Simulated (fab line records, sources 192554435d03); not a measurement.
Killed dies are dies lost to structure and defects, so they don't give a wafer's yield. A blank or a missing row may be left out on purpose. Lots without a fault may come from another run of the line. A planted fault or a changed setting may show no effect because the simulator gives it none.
One fault seen from 2 desks | flow n5_finfet | each desk has only its own numbers; what lay behind them comes last

THE DEFECT DESK
What the inspections along the route counted, lot by lot: means of the sampled wafers that have a number. A lot is out of limits, marked OUT, if its mean lies more than 4 standard deviations from the usual mean; the brackets give that distance.
Columns: A = raw_defect_count at N5_BEOL_M9_INSPECT_30, usual 405
lot  | first seen here | A
L145 | day 9 16:05     | 404
L149 | day 10 15:05    | 422
L152 | day 11 09:26    | 493
L154 | day 11 20:08    | 368
L155 | day 12 05:52    | 383
L157 | day 13 00:11    | 352
L156 | day 13 02:36    | 314
L160 | day 13 08:10    | 264
L165 | day 14 12:34    | 452
L168 | day 15 13:32    | 326
L167 | day 15 14:07    | 374
This desk's finding: nothing out of limits on any of the 11 lots.

THE TOOL OWNER'S DESK: cvd_co-02
The tool's own readings at N5_BEOL_M9_CVD_78 (deposits Co from CCTBA/H2, target thk 2 nm, time 138.9 s): means of the sampled wafers that have a number, for each lot that ran on this tool. A lot is out of limits, marked OUT, if its mean lies more than 4 standard deviations from the usual mean; the brackets give that distance.
Columns: A = run_length_s at N5_BEOL_M9_CVD_78, usual 161.0 s
lot  | first seen here | A
L154 | day 11 23:29    | 161.0
L155 | day 12 07:47    | 161.4
L157 | day 13 02:18    | 181.9 (+40) OUT
L160 | day 13 10:22    | 182.2 (+41) OUT
This desk's finding: out of limits on L157, L160; first on L157, day 13 02:18 (run_length_s at N5_BEOL_M9_CVD_78). In limits: L154, L155.

PUT TOGETHER
The tool owner's desk could have raised an alarm at day 13 02:18, on L157, L160.
The defect desk saw nothing out of limits.
The defect desk has L157, L160 on record, within its limits.
Of the lots named, all ran N5_BEOL_M9_CVD_78 on cvd_co-02.

WHAT THE SIMULATOR HAD PUT IN
Process parameter drift: cvd_co-02, from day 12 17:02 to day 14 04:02, at N5_BEOL_M9_CVD_78. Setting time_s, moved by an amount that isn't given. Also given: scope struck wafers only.
Lots struck among those shown: L157, L160.
Hours from the fault's start to each desk's first reading out of limits: the tool owner's desk, 9.
